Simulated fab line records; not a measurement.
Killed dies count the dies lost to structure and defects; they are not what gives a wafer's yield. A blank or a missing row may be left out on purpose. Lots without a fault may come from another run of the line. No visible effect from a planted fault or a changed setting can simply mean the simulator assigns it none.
Matching of chambers	flow n5-finfet	rie-diel-05 running N5_BEOL_M2_STRIP_19: 4 sister chambers
The step strips in O2. 16 wafers are shown with their chamber, then 8 later ones without.

== WAFERS, EACH WITH ITS CHAMBER ==
wafer	chamber	showerhead-plenum-p-Torr (Torr)	throttle-valve-pct (%)	drypump-motor-current-A (A)
L074.1	1	1.98	16.64	5.5
L074.2	0	2.12	16.25	4.9
L074.3	3	2.22	16.36	5.8
L076.3	2	2.19	16.67	5.9
L076.4	3	2.22	16.37	5.7
L076.6	0	2.12	16.29	5.0
L078.2	0	2.12	16.29	5.0
L078.4	2	2.19	16.67	5.9
L078.5	2	2.19	16.67	5.9
L080.1	1	1.98	16.65	5.5
L080.4	2	2.18	16.67	5.9
L080.6	0	2.12	16.29	4.9
L079.3	0	2.12	16.29	5.0
L079.4	1	1.98	16.66	5.5
L079.6	1	1.98	16.67	5.5
L085.2	1	1.97	16.68	5.5

SIGNATURES (means of the wafers above)
reading	chamber 0	chamber 1	chamber 2	chamber 3	scatter within a chamber
showerhead-plenum-p-Torr	2.1200	1.9780	2.1875	2.2200	0.00359
throttle-valve-pct	16.2820	16.6600	16.6700	16.3650	0.0139
drypump-motor-current-A	4.960	5.500	5.900	5.750	0.0376
Rule: a wafer lies at a distance from a chamber equal to the root of the sum of squares, over the readings, of (its reading less the chamber's mean, divided by the reading's scatter). The wafer belongs to the nearest chamber; if the next one is less than 2 further off, it can't be placed. The scatter: the root of (the sum of the squares of (reading less its chamber's mean) over the shown wafers, divided by (wafers less chambers)).

== WAFERS WHOSE CHAMBER IS MISSING ==
wafer	showerhead-plenum-p-Torr (Torr)	throttle-valve-pct (%)	drypump-motor-current-A (A)
L085.4	2.11	16.30	5.0
L085.6	2.18	16.71	5.9
L088.2	2.21	16.41	5.7
L088.5	1.97	16.70	5.5
L088.6	2.18	16.71	5.9
L090.2	2.21	16.44	5.7
L090.3	1.97	16.67	5.5
L090.4	2.11	16.31	4.9

== WHICH CHAMBER EACH ONE RAN IN ==
wafer	from the rows above	in truth
L085.4	0	0
L085.6	2	2
L088.2	3	3
L088.5	1	1
L088.6	2	2
L090.2	3	3
L090.3	1	1
L090.4	0	0
Placed correctly: 8 of 8. Can't be placed from these rows: 0. 0 placed wrongly.
